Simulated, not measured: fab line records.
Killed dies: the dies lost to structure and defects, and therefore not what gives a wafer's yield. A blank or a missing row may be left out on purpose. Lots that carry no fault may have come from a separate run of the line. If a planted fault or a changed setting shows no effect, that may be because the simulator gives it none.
Which tool did it? :: flow nand-harc :: 6 lots with 18 wafers sampled at 3 steps, on a route of 1159 steps

== WHAT THE GAUGES READ, wafer by wafer ==
NHARC_P_GATE_CD_MEAS_26 targets a cd of 120 nm.
lot: L324
measured: day 5 02:07
on: cd-sem-03
cd-nm (nm): 119.1 119.1 119.1

lot: L326
measured: day 5 23:25
on: cd-sem-03
cd-nm (nm): 119.2 119.9 120.1

lot: L330
measured: day 6 17:34
on: cd-sem-02
cd-nm (nm): 117.0 116.9 118.0

lot: L332
measured: day 6 23:59
on: cd-sem-02
cd-nm (nm): 119.9 120.9 119.7

lot: L342
measured: day 9 17:36
on: cd-sem-02
cd-nm (nm): 120.5 120.7 119.6

lot: L344
measured: day 10 07:17
on: cd-sem-02
cd-nm (nm): 119.9 119.5 119.9

== TOOL THAT RAN EACH LOT (tool first, then ch and the chambers of the sampled wafers, then the start) ==
lot: L324
NHARC_P_ZERO_WELL_DESCUM_54: rie-diel-01 ch 1,3, day 2 05:50
NHARC_P_GATE_EXPOSE_23: arfi-scanner-03 ch 0, day 5 01:59

lot: L326
NHARC_P_ZERO_WELL_DESCUM_54: rie-diel-12 ch 0,2,3, day 2 17:55
NHARC_P_GATE_EXPOSE_23: arfi-scanner-03 ch 0, day 5 23:17

lot: L330
NHARC_P_ZERO_WELL_DESCUM_54: rie-diel-01 ch 0,1,2, day 3 17:59
NHARC_P_GATE_EXPOSE_23: arfi-scanner-01 ch 0, day 6 17:25

lot: L332
NHARC_P_ZERO_WELL_DESCUM_54: rie-diel-08 ch 0,1, day 4 05:58
NHARC_P_GATE_EXPOSE_23: arfi-scanner-01 ch 0, day 6 23:50

lot: L342
NHARC_P_ZERO_WELL_DESCUM_54: rie-diel-12 ch 0,1,2, day 6 18:06
NHARC_P_GATE_EXPOSE_23: arfi-scanner-02 ch 0, day 9 17:28

lot: L344
NHARC_P_ZERO_WELL_DESCUM_54: rie-diel-01 ch 0,2,3, day 7 05:58
NHARC_P_GATE_EXPOSE_23: arfi-scanner-01 ch 0, day 10 07:09
- NHARC_P_ZERO_WELL_DESCUM_54: chemistry O2, time 3 s.
- NHARC_P_GATE_EXPOSE_23: exposes mask P GATE, target cd 120 nm.

== THE ANSWER, worked out from the rows above alone ==
Rule: the lots themselves supply what counts as usual. Put in order of their means at a reading, lots are off if they are a third of the lots or fewer, leave a main group of 4 or more, and stand apart from it by a gap of 3 or more times the standard deviation of the main group's means; of several such gaps the widest counts. If all means in a main group match to the digits the tables above print for the reading, that group is not used. A lot without any number at a reading at which 4 lots or more have one is off too. All remaining lots with rows at the step are treated as sound.
Off: L330 (NHARC_P_GATE_CD_MEAS_26, cd-nm). Main group: mean 119.8 nm, sd 0.41.
If a tool, at a process step before that reading, ran all the lots that are off and no sound lot after the first of them, it fits. Those tools and the gauges at NHARC_P_GATE_CD_MEAS_26 are tried in the same way. Of those tried, none fits.

== WHAT HAD BEEN PUT IN BY THE SIMULATOR ==
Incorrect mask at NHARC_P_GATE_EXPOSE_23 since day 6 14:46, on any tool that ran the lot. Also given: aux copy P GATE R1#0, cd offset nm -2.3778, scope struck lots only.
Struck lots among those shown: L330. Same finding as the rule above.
